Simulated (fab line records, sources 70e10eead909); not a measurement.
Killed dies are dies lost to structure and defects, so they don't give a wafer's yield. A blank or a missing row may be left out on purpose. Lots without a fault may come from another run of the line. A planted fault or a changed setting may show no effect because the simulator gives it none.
Tool commonality check | flow nand_harc | 3 lots, 9 wafers sampled

WHY IT WAS OPENED
At NHARC_END_SORT_01 the reading killed_at_periphery is flagged on 3 of 3 lots. Wafers without a fault read 3.2, standard deviation 2.
Rule: a lot is flagged when every wafer of it that has a number lies more than 4 standard deviations from that mean, or none has a number. The other lots count as sound.

lot  | measured     | on        | killed_at_periphery, wafer by wafer | flag
L258 | day 21 04:48 | prober-01 | 645 638 644                         | FLAGGED
L259 | day 21 07:18 | prober-02 | 663 659 660                         | FLAGGED
L260 | day 21 14:29 | prober-01 | 630 617 634                         | FLAGGED
The numbers of the flagged lots are 643.3 on average: +640.1 against the usual, or +99 or more standard deviations.

WHICH TOOL RAN EACH LOT
The record holds 1 process step before the reading, out of a route of 1159 steps. In each cell: the tool, then ch and the chambers that the sampled wafers went through, then the start.
lot  | flag    | NHARC_P_ZERO_WELL_ETCH_65
L258 | FLAGGED | rie_diel-10 ch 2,3, day 3 01:43
L259 | FLAGGED | rie_diel-09 ch 0,2,3, day 3 07:32
L260 | FLAGGED | rie_diel-10 ch 2,3, day 3 13:30
What these steps do:
- NHARC_P_ZERO_WELL_ETCH_65: etches the open film in N2/H2, target depth 80 nm, overetch 24 nm, time 87.88 s.
- NHARC_END_SORT_01

FLAGGED OVER TOTAL, TOOL BY TOOL (the gauges that took the reading come last)
step                      | tool        | lots run | flagged | share of the flagged lots | sound lots run after its first flagged lot
NHARC_P_ZERO_WELL_ETCH_65 | rie_diel-09 | 1        | 1       | some                      | 0
NHARC_P_ZERO_WELL_ETCH_65 | rie_diel-10 | 2        | 2       | some                      | 0
NHARC_END_SORT_01         | prober-01   | 2        | 2       | some                      | 0
NHARC_END_SORT_01         | prober-02   | 1        | 1       | some                      | 0

WHAT THE TABLE ALLOWS
No row of the table ran every flagged lot.

WHAT THE SIMULATOR HAD PUT IN
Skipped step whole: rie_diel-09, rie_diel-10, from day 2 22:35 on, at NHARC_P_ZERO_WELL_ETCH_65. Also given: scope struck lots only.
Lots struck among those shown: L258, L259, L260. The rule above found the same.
